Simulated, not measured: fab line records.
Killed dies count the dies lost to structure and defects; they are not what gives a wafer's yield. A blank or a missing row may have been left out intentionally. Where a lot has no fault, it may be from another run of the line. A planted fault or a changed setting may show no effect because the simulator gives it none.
Chamber matching / flow n5Finfet / 3 sister chambers for N5_BEOL_M1_CO_CAP_55 on cvdCo-01
The step material Co, precursor CCTBA/H2, target thk 2 nm, time 102.1 s. 22 wafers are shown with their chamber, then 11 later ones without.

## WAFERS WITH THEIR CHAMBER
wafer=L076.1; chamber=1; heaterPowerW (W)=298
wafer=L076.5; chamber=2; heaterPowerW (W)=217
wafer=L076.6; chamber=1; heaterPowerW (W)=305
wafer=L077.1; chamber=0; heaterPowerW (W)=217
wafer=L077.2; chamber=2; heaterPowerW (W)=211
wafer=L077.5; chamber=0; heaterPowerW (W)=217
wafer=L078.2; chamber=2; heaterPowerW (W)=212
wafer=L078.3; chamber=1; heaterPowerW (W)=299
wafer=L078.6; chamber=2; heaterPowerW (W)=211
wafer=L080.1; chamber=0; heaterPowerW (W)=220
wafer=L080.3; chamber=2; heaterPowerW (W)=218
wafer=L080.4; chamber=2; heaterPowerW (W)=219
wafer=L081.1; chamber=0; heaterPowerW (W)=218
wafer=L081.2; chamber=1; heaterPowerW (W)=298
wafer=L081.4; chamber=1; heaterPowerW (W)=300
wafer=L085.3; chamber=1; heaterPowerW (W)=307
wafer=L085.5; chamber=1; heaterPowerW (W)=301
wafer=L085.6; chamber=2; heaterPowerW (W)=210
wafer=L090.1; chamber=0; heaterPowerW (W)=216
wafer=L090.2; chamber=2; heaterPowerW (W)=209
wafer=L090.4; chamber=1; heaterPowerW (W)=295
wafer=L092.3; chamber=0; heaterPowerW (W)=215

SIGNATURES (means of the wafers above)
reading=heaterPowerW; chamber 0=217.17; chamber 1=300.38; chamber 2=213.38; scatter within a chamber=3.5
Rule: for a wafer and a chamber, the distance is found by dividing, reading by reading, the gap between the wafer's reading and the chamber's mean by the reading's scatter, squaring, summing and taking the root. The wafer belongs to the nearest chamber; if the next one is less than 2 further off, it can't be placed. The scatter is the square root of a quotient: the sum, over the shown wafers, of each reading's squared deviation from its chamber's mean, divided by wafers minus chambers.

## WAFERS WHOSE CHAMBER IS MISSING
wafer=L092.4; heaterPowerW (W)=211
wafer=L092.5; heaterPowerW (W)=295
wafer=L094.1; heaterPowerW (W)=216
wafer=L094.2; heaterPowerW (W)=305
wafer=L094.3; heaterPowerW (W)=216
wafer=L094.4; heaterPowerW (W)=211
wafer=L094.5; heaterPowerW (W)=307
wafer=L094.6; heaterPowerW (W)=220
wafer=L096.3; heaterPowerW (W)=217
wafer=L096.5; heaterPowerW (W)=301
wafer=L096.6; heaterPowerW (W)=214

## CHAMBER TAKEN BY EACH
wafer=L092.4; from the rows above=can't be placed: 2 or 0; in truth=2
wafer=L092.5; from the rows above=1; in truth=1
wafer=L094.1; from the rows above=can't be placed: 0 or 2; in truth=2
wafer=L094.2; from the rows above=1; in truth=1
wafer=L094.3; from the rows above=can't be placed: 0 or 2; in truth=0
wafer=L094.4; from the rows above=can't be placed: 2 or 0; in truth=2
wafer=L094.5; from the rows above=1; in truth=1
wafer=L094.6; from the rows above=can't be placed: 0 or 2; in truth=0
wafer=L096.3; from the rows above=can't be placed: 0 or 2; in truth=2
wafer=L096.5; from the rows above=1; in truth=1
wafer=L096.6; from the rows above=can't be placed: 2 or 0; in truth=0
4 of 11 placed correctly. Cannot be placed on the basis of these rows: 7; the candidates contain the true chamber in 7. Number placed wrongly: 0.
